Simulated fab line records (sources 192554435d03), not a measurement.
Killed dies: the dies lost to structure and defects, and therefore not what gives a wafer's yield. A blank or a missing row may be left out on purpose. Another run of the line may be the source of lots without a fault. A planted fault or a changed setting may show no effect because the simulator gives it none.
fab line records	flow n5Finfet
record: lots: 24	wafers: 72	lastDay: 18
route steps=1938 shown BEOL_M4@1088 BEOL_M5@1114
lots that met no fault: taken from a fault-free run of the same line
startH: start of the lot's first displayed wafer, in hours after the record's first day	waitH: hours since the lot's step before	" repeats the value in the row above	L1.1+2: several wafers, shown together as one row	- no value, or no start was given	* or withheld: withheld	< > ~ a bound
route shown NAME@n: NAME is a module with steps in the file, n the number in the route of the first one	usual: average and standard deviation across the fault-free wafers	same: alike in all rows	chamber/n: place in a boat	sites: the reading at each site	_std_site: standard deviation of those values	_edge_site: mean of outer sites minus mean of inner sites	radiusMm: for every site, how far away it sits from the centre of the wafer	mask NAME#n: copy n	behind: the last tool/chamber to shape the wafer	hold: why the lot went on hold/how many hours it stayed there/how the hold came to an end	device: whichever transistor did not switch (one of n, p or np)	end of line: at the end of the route, the tests of the same wafers	for a step that has no rows: nothing shown but its recipe	killed: count of dies lost to structure and defects at first sort (not the wafer's yield)	map: dies across one wafer; x = killed, . = not, _ = none there
set.NAME: setting as actually run; set.NAME@STEP: the setting as run at that earlier step	model.NAME: the simulator's own value behind a step, which no gauge read
a sample of lots followed through the steps of the route, with each step as a table and each wafer as a row
services: when a tool's chamber went out of use (startH, in hours from the record's first day, below 0 if earlier), for how many hours, and the reason
== steps ==
step: N5_BEOL_M4_SPUTTER_81
recipe: material: Cu	targetThkA: 45	tempC: -20	chamberPressurePa: 0.07	powerW: withheld	timeS: 8.29
usual: throttleValvePct: 29.9/0.84
lot.wafer	tool	chamber	startH	waitH	throttleValvePct
L075.1	pvdSputter-01	-	183.30	0.1	30.2
L075.2	"	-	"	"	28.7
L075.6	"	-	"	"	30.7
L074.3	pvdSputter-03	-	186.07	0.1	27.9
L074.5	"	-	"	"	29.2
L074.6	"	-	"	"	31.9
L076.4	pvdSputter-03	-	201.22	0.1	29.3
L076.5	"	-	"	"	29.0
L076.6	"	-	"	"	28.1
L077.2	pvdSputter-01	-	206.23	0.1	30.3
L077.5	"	-	"	"	30.5
L077.6	"	-	"	"	29.0
L078.3	pvdSputter-01	-	209.13	0.1	28.8
L078.4	"	-	"	"	30.2
L078.6	"	-	"	"	30.2
L079.2	pvdSputter-01	-	212.41	0.1	30.2
L079.3	"	-	"	"	30.9
L079.4	"	-	"	"	28.5
L080.2	pvdSputter-02	-	214.12	0.1	30.3
L080.5	"	-	"	"	30.4
L080.6	"	-	"	"	30.0
L083.3	pvdSputter-03	-	222.27	0.1	29.9
L083.5	"	-	"	"	31.6
L083.6	"	-	"	"	30.0
L081.1	pvdSputter-03	-	241.53	0.1	28.2
L081.4	"	-	"	"	28.8
L081.5	"	-	"	"	27.9
L084.2	pvdSputter-03	-	249.18	0.1	29.9
L084.3	"	-	"	"	28.1
L084.5	"	-	"	"	31.5
L082.1	pvdSputter-02	-	254.16	0.1	30.2
L082.3	"	-	"	"	29.9
L082.4	"	-	"	"	30.4
L088.1	pvdSputter-01	-	255.97	0.1	30.3
L088.5	"	-	"	"	29.0
L088.6	"	-	"	"	29.8
L085.2	pvdSputter-02	-	257.46	0.1	29.5
L085.3	"	-	"	"	29.7
L085.4	"	-	"	"	29.9
L086.1	pvdSputter-01	-	270.01	0.1	30.7
L086.5	"	-	"	"	30.9
L086.6	"	-	"	"	30.0
L087.1	pvdSputter-01	-	275.65	0.1	31.0
L087.3	"	-	"	"	30.3
L087.6	"	-	"	"	28.7
L089.2	pvdSputter-01	-	283.09	0.1	30.2
L089.5	"	-	"	"	29.0
L089.6	"	-	"	"	30.3
L090.1	pvdSputter-02	-	285.61	0.1	30.2
L090.3	"	-	"	"	30.2
L090.4	"	-	"	"	29.6
L092.1	pvdSputter-02	-	287.45	0.1	29.7
L092.4	"	-	"	"	30.0
L092.6	"	-	"	"	29.6
L091.1	pvdSputter-01	-	291.08	0.1	30.6
L091.2	"	-	"	"	31.3
L091.3	"	-	"	"	29.2
L093.1	pvdSputter-02	-	291.17	0.1	29.5
L093.2	"	-	"	"	29.9
L093.4	"	-	"	"	29.7
L094.1	pvdSputter-02	-	301.67	0.1	30.4
L094.5	"	-	"	"	29.4
L094.6	"	-	"	"	30.5
L095.3	pvdSputter-02	-	308.52	0.1	29.6
L095.5	"	-	"	"	29.8
L095.6	"	-	"	"	30.1
L096.1	pvdSputter-02	-	329.07	0.1	29.7
L096.2	"	-	"	"	30.1
L096.4	"	-	"	"	30.4
L097.2	pvdSputter-03	-	332.76	0.1	29.7
L097.3	"	-	"	"	29.1
L097.5	"	-	"	"	27.9
step: N5_BEOL_M4_SPUTTER_96
recipe: material: Cu	targetThkA: 45	tempC: -20	chamberPressurePa: 0.07	powerW: withheld	timeS: 8.29
usual: throttleValvePct: 29.9/0.83
lot.wafer	tool	chamber	startH	waitH	throttleValvePct
L075.1	pvdSputter-01	-	184.62	0.1	30.2
L075.2	"	-	"	"	28.9
L075.6	"	-	"	"	30.6
L074.3	pvdSputter-03	-	187.39	0.1	28.2
L074.5	"	-	"	"	29.0
L074.6	"	-	"	"	31.4
L076.4	pvdSputter-03	-	202.54	0.1	28.9
L076.5	"	-	"	"	28.9
L076.6	"	-	"	"	27.7
L077.2	pvdSputter-01	-	207.55	0.1	30.2
L077.5	"	-	"	"	30.5
L077.6	"	-	"	"	29.1
L078.3	pvdSputter-01	-	210.45	0.1	28.8
L078.4	"	-	"	"	30.5
L078.6	"	-	"	"	30.1
L080.2	pvdSputter-02	-	215.44	0.1	30.5
L080.5	"	-	"	"	30.4
L080.6	"	-	"	"	30.0
L079.2	pvdSputter-01	-	216.56	0.1	30.3
L079.3	"	-	"	"	30.9
L079.4	"	-	"	"	29.0
L083.3	pvdSputter-03	-	223.59	0.1	29.6
L083.5	"	-	"	"	31.2
L083.6	"	-	"	"	29.7
L081.1	pvdSputter-03	-	242.85	0.1	28.2
L081.4	"	-	"	"	28.9
L081.5	"	-	"	"	28.2
L084.2	pvdSputter-03	-	250.50	0.1	29.9
L084.3	"	-	"	"	27.9
L084.5	"	-	"	"	31.4
L082.1	pvdSputter-02	-	255.48	0.1	30.1
L082.3	"	-	"	"	29.9
L082.4	"	-	"	"	30.3
L088.1	pvdSputter-01	-	257.29	0.1	30.4
L088.5	"	-	"	"	29.2
L088.6	"	-	"	"	30.2
L085.2	pvdSputter-02	-	258.78	0.1	29.9
L085.3	"	-	"	"	29.8
L085.4	"	-	"	"	29.9
L086.1	pvdSputter-01	-	271.33	0.1	30.4
L086.5	"	-	"	"	30.7
L086.6	"	-	"	"	30.2
L087.1	pvdSputter-01	-	276.97	0.1	30.7
L087.3	"	-	"	"	30.0
L087.6	"	-	"	"	29.0
L089.2	pvdSputter-01	-	284.41	0.1	30.3
L089.5	"	-	"	"	29.2
L089.6	"	-	"	"	30.0
L090.1	pvdSputter-02	-	286.93	0.1	30.4
L090.3	"	-	"	"	30.2
L090.4	"	-	"	"	29.8
L092.1	pvdSputter-02	-	288.77	0.1	29.7
L092.4	"	-	"	"	29.8
L092.6	"	-	"	"	29.7
L091.1	pvdSputter-01	-	292.40	0.1	30.6
L091.2	"	-	"	"	30.8
L091.3	"	-	"	"	29.0
L093.1	pvdSputter-02	-	292.49	0.1	29.5
L093.2	"	-	"	"	29.5
L093.4	"	-	"	"	29.8
L094.1	pvdSputter-02	-	302.99	0.1	30.4
L094.5	"	-	"	"	30.1
L094.6	"	-	"	"	30.2
L095.3	pvdSputter-02	-	309.84	0.1	30.1
L095.5	"	-	"	"	29.6
L095.6	"	-	"	"	30.5
L096.1	pvdSputter-02	-	330.39	0.1	29.7
L096.2	"	-	"	"	29.9
L096.4	"	-	"	"	30.5
L097.2	pvdSputter-03	-	334.08	0.1	29.6
L097.3	"	-	"	"	28.9
L097.5	"	-	"	"	28.1
step: N5_BEOL_M5_THK_MEAS_01
recipe: reads: SiCOH_lowk_of_BEOL_M5_ILD_DEP_00
usual: M5_ILD_THK: 120.6/1.7
lot.wafer	tool	chamber	startH	waitH	M5_ILD_THK[nm]
L075.1	filmMetro-02	-	187.85	0.8	119.0
L075.2	"	-	"	"	118.2
L075.6	"	-	"	"	120.3
L074.3	filmMetro-02	-	190.51	0.5	118.1
L074.5	"	-	"	"	118.7
L074.6	"	-	"	"	119.3
L076.4	filmMetro-02	-	205.66	0.4	122.8
L076.5	"	-	"	"	121.8
L076.6	"	-	"	"	120.9
L077.2	filmMetro-01	-	210.51	0.4	119.5
L077.5	"	-	"	"	122.6
L077.6	"	-	"	"	120.4
L078.3	filmMetro-02	-	213.10	0.3	121.4
L078.4	"	-	"	"	120.2
L078.6	"	-	"	"	120.7
L080.2	filmMetro-02	-	218.13	0.4	121.4
L080.5	"	-	"	"	122.8
L080.6	"	-	"	"	122.5
L079.2	filmMetro-01	-	219.72	0.7	120.3
L079.3	"	-	"	"	120.5
L079.4	"	-	"	"	119.2
L083.3	filmMetro-01	-	226.49	0.3	119.1
L083.5	"	-	"	"	122.4
L083.6	"	-	"	"	121.8
L081.1	filmMetro-02	-	245.50	0.4	120.5
L081.4	"	-	"	"	123.4
L081.5	"	-	"	"	122.2
L084.2	filmMetro-01	-	253.16	0.4	117.5
L084.3	"	-	"	"	120.3
L084.5	"	-	"	"	122.7
L082.1	filmMetro-02	-	258.24	0.4	119.9
L082.3	"	-	"	"	119.7
L082.4	"	-	"	"	120.0
L088.1	filmMetro-02	-	259.94	0.4	120.7
L088.5	"	-	"	"	123.7
L088.6	"	-	"	"	121.8
L085.2	filmMetro-02	-	261.43	0.4	123.0
L085.3	"	-	"	"	121.6
L085.4	"	-	"	"	122.7
L086.1	filmMetro-01	-	274.46	0.8	121.2
L086.5	"	-	"	"	122.9
L086.6	"	-	"	"	122.3
L087.1	filmMetro-01	-	279.79	0.4	119.1
L087.3	"	-	"	"	120.2
L087.6	"	-	"	"	121.7
L089.2	filmMetro-01	-	287.23	0.4	120.5
L089.5	"	-	"	"	123.9
L089.6	"	-	"	"	120.3
L090.1	filmMetro-01	-	290.05	0.8	117.8
L090.3	"	-	"	"	118.5
L090.4	"	-	"	"	121.4
L092.1	filmMetro-02	-	291.85	0.4	122.5
L092.4	"	-	"	"	122.8
L092.6	"	-	"	"	119.5
L091.1	filmMetro-02	-	295.13	0.4	118.8
L091.2	"	-	"	"	120.0
L091.3	"	-	"	"	118.6
L093.1	filmMetro-02	-	295.79	0.8	120.2
L093.2	"	-	"	"	120.0
L093.4	"	-	"	"	120.6
L094.1	filmMetro-01	-	305.64	0.4	119.2
L094.5	"	-	"	"	121.5
L094.6	"	-	"	"	122.1
L095.3	filmMetro-01	-	312.49	0.3	118.4
L095.5	"	-	"	"	124.0
L095.6	"	-	"	"	122.0
L096.1	filmMetro-01	-	333.02	0.4	118.3
L096.2	"	-	"	"	121.2
L096.4	"	-	"	"	121.0
L097.2	filmMetro-01	-	336.72	0.4	119.1
L097.3	"	-	"	"	119.2
L097.5	"	-	"	"	122.1
step: N5_BEOL_M5_STRIP_64
recipe: chemistry: CF4	resist: SiARC	powerW: 300	biasPowerW: 75	pressureMtorr: 50	cf4FlowSccm: 150	rfFrequencyHz: 6e+07
usual: biasPowerW: 74.96/0.23	drypumpMotorCurrentA: 5.6/0.46	oesProductAu: 0.80/0.077	rfVppV: 271.3/1.7	showerheadPlenumPTorr: 1.81/0.076	throttleValvePct: 13.63/0.2
lot.wafer	tool	chamber	startH	waitH	biasPowerW	drypumpMotorCurrentA	oesProductAu	rfHoursCounterH	rfVppV	showerheadPlenumPTorr	throttleValvePct
L075.1	rieDiel-04	0	190.37	0.0	75.06	4.8	0.91	7	274.5	1.89	13.30
L075.2	"	1	"	"	74.86	5.1	0.70	226	270.2	1.75	13.71
L075.6	"	1	"	"	74.92	5.2	0.70	-	270.3	1.75	13.73
L074.3	rieDiel-05	3	193.89	0.0	75.01	5.9	0.84	48	272.6	1.89	13.35
L074.5	"	0	"	"	74.83	5.4	0.69	-	269.9	1.70	13.81
L074.6	"	1	"	"	74.86	6.3	0.69	-	270.8	1.78	13.86
L076.4	rieDiel-02	1	209.08	0.0	74.83	5.1	0.92	17	270.1	1.78	13.59
L076.5	"	0	"	"	74.95	5.8	0.71	-	272.1	1.77	13.84
L076.6	"	3	"	"	75.14	5.7	0.90	-	271.1	1.75	13.44
L077.2	rieDiel-04	0	214.11	0.0	75.01	4.8	0.89	16	274.0	1.89	13.32
L077.5	"	2	"	"	74.72	6.1	0.83	-	271.6	1.91	13.80
L077.6	"	3	"	"	75.25	6.2	0.77	-	270.0	1.72	13.73
L078.3	rieDiel-02	1	216.68	0.0	75.13	5.1	0.89	21	270.6	1.78	13.60
L078.4	"	3	"	"	74.93	5.7	0.89	32	269.2	1.75	13.45
L078.6	"	3	"	"	74.92	5.7	0.88	-	270.3	1.75	13.44
L080.2	rieDiel-04	3	222.62	0.0	75.22	6.2	0.77	134	270.9	1.72	13.74
L080.5	"	1	"	"	74.99	5.2	0.70	-	271.1	1.75	13.76
L080.6	"	2	"	"	75.05	6.1	0.83	-	273.7	1.91	13.80
L079.2	rieDiel-04	2	222.85	0.0	74.91	6.2	0.84	52	271.9	1.91	13.81
L079.3	"	3	"	"	74.95	6.2	0.76	134	269.4	1.72	13.73
L079.4	"	0	"	"	75.15	4.7	0.88	20	275.1	1.89	13.33
L083.3	rieDiel-04	1	229.18	0.0	75.10	5.2	0.69	239	270.1	1.75	13.76
L083.5	"	0	"	"	74.53	4.8	0.88	-	272.6	1.89	13.31
L083.6	"	3	"	"	74.67	6.2	0.76	-	270.1	1.72	13.73
L081.1	rieDiel-05	0	247.48	0.0	74.64	5.4	0.68	241	269.0	1.70	13.84
L081.4	"	0	"	"	75.09	5.4	0.67	-	268.8	1.70	13.83
L081.5	"	3	"	"	75.06	5.9	0.83	-	274.6	1.89	13.39
L084.2	rieDiel-02	1	254.85	0.0	74.84	5.1	0.87	32	270.1	1.77	13.64
L084.3	"	2	"	"	75.09	5.8	0.84	54	273.0	1.90	13.50
L084.5	"	0	"	"	75.47	5.7	0.69	-	270.7	1.77	13.88
L082.1	rieDiel-05	0	260.33	0.0	74.74	5.4	0.67	246	269.7	1.70	13.84
L082.3	"	2	"	"	75.20	5.5	0.78	110	270.4	1.74	13.66
L082.4	"	3	"	"	74.79	5.9	0.82	65	273.6	1.89	13.41
L088.1	rieDiel-02	3	261.34	0.0	75.08	5.7	0.87	44	270.0	1.75	13.49
L088.5	"	2	"	"	75.42	5.8	0.83	-	272.4	1.90	13.50
L088.6	"	3	"	"	74.54	5.7	0.86	-	270.2	1.75	13.47
L085.2	rieDiel-02	2	263.48	0.0	75.01	5.8	0.82	56	271.8	1.90	13.52
L085.3	"	0	"	"	74.78	5.7	0.69	215	270.0	1.77	13.89
L085.4	"	3	"	"	74.81	5.7	0.86	45	270.2	1.75	13.47
L086.1	rieDiel-04	0	276.66	0.0	75.01	4.8	0.84	36	273.4	1.88	13.34
L086.5	"	0	"	"	75.19	4.8	0.85	-	274.0	1.89	13.36
L086.6	"	2	"	"	75.32	6.1	0.81	-	272.4	1.90	13.87
L087.1	rieDiel-02	0	282.21	0.0	74.72	5.7	0.69	222	271.7	1.77	13.91
L087.3	"	3	"	"	75.02	5.7	0.86	52	269.6	1.75	13.50
L087.6	"	0	"	"	75.11	5.7	0.70	-	270.8	1.77	13.91
L089.2	rieDiel-02	0	288.91	0.0	75.10	5.7	0.69	225	270.1	1.77	13.90
L089.5	"	0	"	"	74.88	5.7	0.69	-	272.8	1.77	13.91
L089.6	"	1	"	"	74.98	5.1	0.86	-	269.9	1.77	13.67
L090.1	rieDiel-02	0	291.09	0.0	75.07	5.8	0.68	225	272.1	1.77	13.91
L090.3	"	1	"	"	74.81	5.1	0.85	45	269.7	1.77	13.65
L090.4	"	3	"	"	74.84	5.7	0.85	55	269.2	1.74	13.50
L092.1	rieDiel-04	1	293.72	0.0	75.24	5.2	0.98	2	270.5	1.75	13.24
L092.4	"	0	"	"	74.89	4.8	0.84	43	272.8	1.88	13.37
L092.6	"	1	"	"	74.96	5.1	0.97	-	270.6	1.75	13.23
L091.1	rieDiel-04	2	297.23	0.0	75.00	6.2	0.80	75	273.4	1.90	13.86
L091.2	"	3	"	"	74.65	6.2	0.75	157	270.2	1.71	13.79
L091.3	"	0	"	"	74.80	4.8	0.84	44	273.5	1.88	13.37
L093.1	rieDiel-05	1	297.88	0.0	74.65	6.3	0.68	224	270.8	1.77	13.91
L093.2	"	2	"	"	74.61	5.5	0.77	124	270.2	1.74	13.69
L093.4	"	3	"	"	74.83	5.9	0.79	80	273.3	1.89	13.44
L094.1	rieDiel-05	2	307.56	0.0	74.99	5.5	0.76	127	268.1	1.73	13.69
L094.5	"	3	"	"	75.01	5.9	0.79	-	271.7	1.88	13.44
L094.6	"	0	"	"	74.77	5.4	0.95	-	272.7	1.91	13.30
L095.3	rieDiel-04	2	317.85	0.0	74.82	6.2	0.79	81	272.7	1.90	13.87
L095.5	"	2	"	"	74.95	6.1	0.80	-	273.2	1.90	13.88
L095.6	"	3	"	"	75.00	6.2	0.75	-	267.9	1.71	13.81
L096.1	rieDiel-02	3	335.24	0.0	74.84	5.8	0.83	70	270.5	1.74	13.54
L096.2	"	1	"	"	75.27	5.1	0.84	59	269.3	1.77	13.70
L096.4	"	0	"	"	75.25	5.8	0.68	240	269.8	1.76	13.95
L097.2	rieDiel-04	3	338.25	0.0	74.57	6.2	0.74	169	270.8	1.71	13.81
L097.3	"	2	"	"	75.06	6.2	0.79	86	272.4	1.90	13.87
L097.5	"	3	"	"	74.83	6.2	0.74	-	271.0	1.71	13.81
step: N5_BEOL_M5_DESCUM_33
recipe: chemistry: O2	timeS: 7	sourcePowerW: 50	biasPowerW: 20	pressureMtorr: 20	rfFrequencyHz: 2.712e+07	tempC: 40	resist: CAR-EUV	o2FlowSccm: 225
usual: biasPowerW: 20.01/0.059	drypumpMotorCurrentA: 5.7/0.47	oesProductAu: 0.81/0.087	rfVppV: 243.4/1.5	showerheadPlenumPTorr: 2.11/0.085	tempC: 39.99/0.13	throttleValvePct: 20.52/0.21
lot.wafer	tool	chamber	startH	waitH	biasPowerW	drypumpMotorCurrentA	oesProductAu	rfHoursCounterH	rfVppV	showerheadPlenumPTorr	tempC	throttleValvePct
L075.1	rieDiel-04	2	192.87	0.0	20.08	6.1	0.84	41	246.0	2.20	40.03	20.53
L075.2	"	0	"	"	20.00	4.8	0.93	8	247.0	2.24	40.11	20.25
L075.6	"	0	"	"	19.99	4.8	0.92	-	245.7	2.24	40.02	20.25
L074.3	rieDiel-02	1	198.40	0.0	20.17	5.1	0.94	14	243.4	2.04	40.03	20.42
L074.5	"	2	"	"	20.12	5.8	0.87	-	244.7	2.22	39.79	20.35
L074.6	"	3	"	"	19.99	5.7	0.93	-	242.4	2.05	39.88	20.41
L076.4	rieDiel-02	0	211.06	1.0	19.94	5.8	0.71	197	244.3	2.09	40.08	20.72
L076.5	"	1	"	"	20.10	5.1	0.93	-	241.2	2.04	40.21	20.41
L076.6	"	0	"	"	20.01	5.7	0.71	-	244.2	2.09	39.92	20.73
L077.2	rieDiel-02	3	216.91	0.5	19.97	5.7	0.92	33	241.1	2.04	39.89	20.42
L077.5	"	1	"	"	19.99	5.1	0.93	-	242.4	2.04	40.24	20.40
L077.6	"	0	"	"	19.98	5.7	0.71	-	243.5	2.09	39.80	20.75
L078.3	rieDiel-02	0	220.90	1.1	19.99	5.7	0.71	202	243.4	2.09	40.16	20.75
L078.4	"	3	"	"	20.14	5.7	0.91	34	243.5	2.04	40.13	20.43
L078.6	"	3	"	"	20.12	5.7	0.91	-	243.2	2.04	40.08	20.41
L080.2	rieDiel-02	2	223.75	0.0	19.94	5.8	0.85	46	244.9	2.22	40.03	20.35
L080.5	"	2	"	"	19.99	5.8	0.86	-	244.0	2.22	40.10	20.36
L080.6	"	3	"	"	19.91	5.7	0.91	-	239.3	2.04	39.87	20.43
L079.2	rieDiel-04	0	223.79	0.0	19.99	4.8	0.90	20	245.7	2.23	40.07	20.27
L079.3	"	3	"	"	19.98	6.2	0.78	135	242.1	2.03	39.98	20.85
L079.4	"	1	"	"	19.97	5.2	0.70	238	243.0	2.05	39.80	20.44
L083.3	rieDiel-05	3	229.86	0.1	19.97	5.9	0.87	54	243.9	2.22	40.08	20.29
L083.5	"	0	"	"	20.12	5.4	0.70	-	242.4	1.97	40.17	20.50
L083.6	"	1	"	"	20.06	6.3	0.71	-	243.7	2.08	40.24	20.77
L081.1	rieDiel-04	1	249.02	0.0	20.04	5.1	0.69	246	242.5	2.04	39.81	20.43
L081.4	"	3	"	"	19.94	6.2	0.77	142	242.5	2.03	40.09	20.88
L081.5	"	1	"	"	20.10	5.2	0.69	-	240.9	2.04	40.02	20.45
L084.2	rieDiel-02	1	255.64	0.0	19.98	5.1	0.90	33	241.2	2.04	39.96	20.45
L084.3	"	0	"	"	20.01	5.7	0.70	212	243.1	2.08	39.91	20.77
L084.5	"	1	"	"	19.92	5.1	0.89	-	243.8	2.04	40.02	20.44
L082.1	rieDiel-04	3	261.07	0.0	20.11	6.2	0.77	145	242.6	2.03	39.94	20.87
L082.3	"	1	"	"	19.99	5.2	0.69	249	243.3	2.04	39.82	20.47
L082.4	"	0	"	"	20.00	4.8	0.88	31	244.0	2.23	39.78	20.27
L088.1	rieDiel-04	1	262.19	0.0	20.01	5.2	0.69	250	243.3	2.04	39.88	20.45
L088.5	"	0	"	"	20.01	4.8	0.87	-	245.1	2.23	39.97	20.29
L088.6	"	3	"	"	19.95	6.2	0.78	-	241.5	2.03	40.05	20.88
L085.2	rieDiel-05	3	267.14	0.0	19.97	5.9	0.84	67	244.2	2.21	40.11	20.31
L085.3	"	2	"	"	20.05	5.5	0.79	112	242.8	2.02	39.73	20.56
L085.4	"	0	"	"	20.02	5.4	0.68	248	241.2	1.96	40.05	20.51
L086.1	rieDiel-04	2	277.39	0.0	19.92	6.1	0.82	68	244.2	2.19	40.09	20.57
L086.5	"	2	"	"	19.99	6.1	0.82	-	245.0	2.19	40.13	20.56
L086.6	"	3	"	"	19.93	6.2	0.77	-	241.0	2.02	39.96	20.88
L087.1	rieDiel-05	2	283.66	0.1	20.04	5.5	0.79	118	242.3	2.02	40.15	20.56
L087.3	"	3	"	"	20.09	5.9	0.83	74	245.0	2.21	40.24	20.33
L087.6	"	2	"	"	20.05	5.5	0.78	-	242.2	2.02	40.15	20.56
L089.2	rieDiel-05	3	289.59	0.0	20.18	5.9	0.83	77	244.4	2.21	39.80	20.33
L089.5	"	3	"	"	20.04	5.9	0.82	-	244.7	2.21	40.06	20.32
L089.6	"	2	"	"	20.05	5.5	0.79	-	242.4	2.01	39.86	20.57
L090.1	rieDiel-02	0	292.36	0.0	20.11	5.7	0.69	225	242.5	2.08	40.01	20.77
L090.3	"	3	"	"	19.89	5.7	0.87	55	241.9	2.04	40.08	20.46
L090.4	"	2	"	"	19.91	5.8	0.83	66	245.3	2.21	39.71	20.39
L092.1	rieDiel-02	1	294.71	0.2	20.04	5.1	0.87	46	242.3	2.03	39.98	20.47
L092.4	"	2	"	"	20.01	5.8	0.82	67	243.7	2.21	39.98	20.40
L092.6	"	0	"	"	20.17	5.7	0.69	-	243.4	2.08	39.90	20.78
L091.1	rieDiel-04	1	298.02	0.0	20.01	5.2	0.99	4	243.3	2.04	39.92	20.16
L091.2	"	3	"	"	20.07	6.2	0.76	158	242.7	2.02	40.07	20.89
L091.3	"	0	"	"	19.97	4.8	0.85	44	246.2	2.22	40.15	20.31
L093.1	rieDiel-05	2	299.46	0.9	20.07	5.5	0.77	125	243.3	2.01	40.04	20.58
L093.2	"	1	"	"	19.94	6.3	0.69	224	242.7	2.07	39.93	20.81
L093.4	"	0	"	"	20.05	5.4	0.98	2	244.6	2.22	40.21	20.23
L094.1	rieDiel-04	0	310.33	0.4	19.94	4.8	0.86	48	244.4	2.22	39.98	20.32
L094.5	"	2	"	"	20.05	6.2	0.80	-	244.3	2.19	40.05	20.58
L094.6	"	1	"	"	20.00	5.2	0.99	-	243.9	2.04	39.99	20.17
L095.3	rieDiel-05	1	318.51	0.0	20.02	6.3	0.68	230	242.3	2.07	40.06	20.81
L095.5	"	1	"	"	20.00	6.3	0.69	-	243.3	2.07	40.02	20.81
L095.6	"	2	"	"	20.06	5.5	0.78	-	241.8	2.01	40.00	20.60
L096.1	rieDiel-05	0	336.95	0.1	20.10	5.4	0.93	12	245.3	2.22	39.88	20.26
L096.2	"	1	"	"	20.04	6.3	0.68	236	244.1	2.07	40.10	20.82
L096.4	"	2	"	"	19.98	5.5	0.76	136	243.4	2.01	40.08	20.59
L097.2	rieDiel-04	3	339.65	0.0	19.98	6.2	0.76	170	241.1	2.02	40.05	20.90
L097.3	"	2	"	"	20.00	6.1	0.80	87	245.4	2.18	39.90	20.60
L097.5	"	1	"	"	20.12	5.1	0.96	-	242.7	2.04	40.04	20.18
step: N5_BEOL_M5_ANNEAL_49
recipe: tempC: 400	timeS: 1800	ambient: vacuum
usual: heaterPowerW: 811/66
lot.wafer	tool	chamber	startH	waitH	heaterPowerW
L075.1	pvdSputter-02	-	195.38	0.0	701
L075.2	"	-	"	"	917
L075.6	"	-	"	"	763
L074.3	pvdSputter-02	-	200.08	0.0	770
L074.5	"	-	"	"	918
L074.6	"	-	"	"	768
L076.4	pvdSputter-03	-	214.90	0.0	766
L076.5	"	-	"	"	801
L076.6	"	-	"	"	752
L077.2	pvdSputter-01	-	220.40	0.0	851
L077.5	"	-	"	"	797
L077.6	"	-	"	"	848
L078.3	pvdSputter-03	-	223.99	0.0	795
L078.4	"	-	"	"	759
L078.6	"	-	"	"	949
L079.2	pvdSputter-01	-	225.86	0.0	849
L079.3	"	-	"	"	820
L079.4	"	-	"	"	756
L080.2	pvdSputter-02	-	227.92	0.0	785
L080.5	"	-	"	"	925
L080.6	"	-	"	"	760
L083.3	pvdSputter-01	-	231.60	0.0	747
L083.5	"	-	"	"	731
L083.6	"	-	"	"	818
L081.1	pvdSputter-03	-	251.48	0.0	792
L081.4	"	-	"	"	749
L081.5	"	-	"	"	857
L084.2	pvdSputter-02	-	258.94	0.0	931
L084.3	"	-	"	"	705
L084.5	"	-	"	"	732
L082.1	pvdSputter-01	-	263.42	0.0	787
L082.3	"	-	"	"	860
L082.4	"	-	"	"	741
L088.1	pvdSputter-03	-	265.61	0.0	803
L088.5	"	-	"	"	801
L088.6	"	-	"	"	847
L085.2	pvdSputter-02	-	269.66	0.0	941
L085.3	"	-	"	"	693
L085.4	"	-	"	"	791
L086.1	pvdSputter-03	-	279.23	0.0	919
L086.5	"	-	"	"	840
L086.6	"	-	"	"	926
L087.1	pvdSputter-01	-	285.30	0.0	862
L087.3	"	-	"	"	796
L087.6	"	-	"	"	763
L089.2	pvdSputter-03	-	292.81	0.0	855
L089.5	"	-	"	"	918
L089.6	"	-	"	"	846
L090.1	pvdSputter-02	-	294.69	0.0	770
L090.3	"	-	"	"	716
L090.4	"	-	"	"	782
L092.1	pvdSputter-01	-	297.20	0.0	740
L092.4	"	-	"	"	800
L092.6	"	-	"	"	797
L091.1	pvdSputter-03	-	299.80	0.0	750
L091.2	"	-	"	"	921
L091.3	"	-	"	"	843
L093.1	pvdSputter-01	-	301.63	0.0	800
L093.2	"	-	"	"	748
L093.4	"	-	"	"	864
L094.1	pvdSputter-03	-	312.33	0.0	755
L094.5	"	-	"	"	924
L094.6	"	-	"	"	748
L095.3	pvdSputter-02	-	320.57	0.0	792
L095.5	"	-	"	"	786
L095.6	"	-	"	"	713
L096.1	pvdSputter-02	-	340.22	0.0	703
L096.2	"	-	"	"	761
L096.4	"	-	"	"	910
L097.2	pvdSputter-01	-	341.60	0.0	754
L097.3	"	-	"	"	791
L097.5	"	-	"	"	834
== services ==
tool	chamber	startH	hours	kind
rieDiel-02	-	174.45	5.9	repair
rieDiel-05	-	207.71	14.6	pm
rieDiel-05	1	238.66	19.1	repair
rieDiel-02	3	253.47	2.3	repair
rieDiel-04	1	263.33	-	clean
rieDiel-04	1	263.33	-	consumableReplace:focusRing
rieDiel-05	0	273.24	-	clean
rieDiel-05	0	273.24	-	consumableReplace:focusRing
rieDiel-05	0	273.24	-	consumableReplace:showerhead
pvdSputter-01	-	312.40	8.6	repair
== key ==
fault none
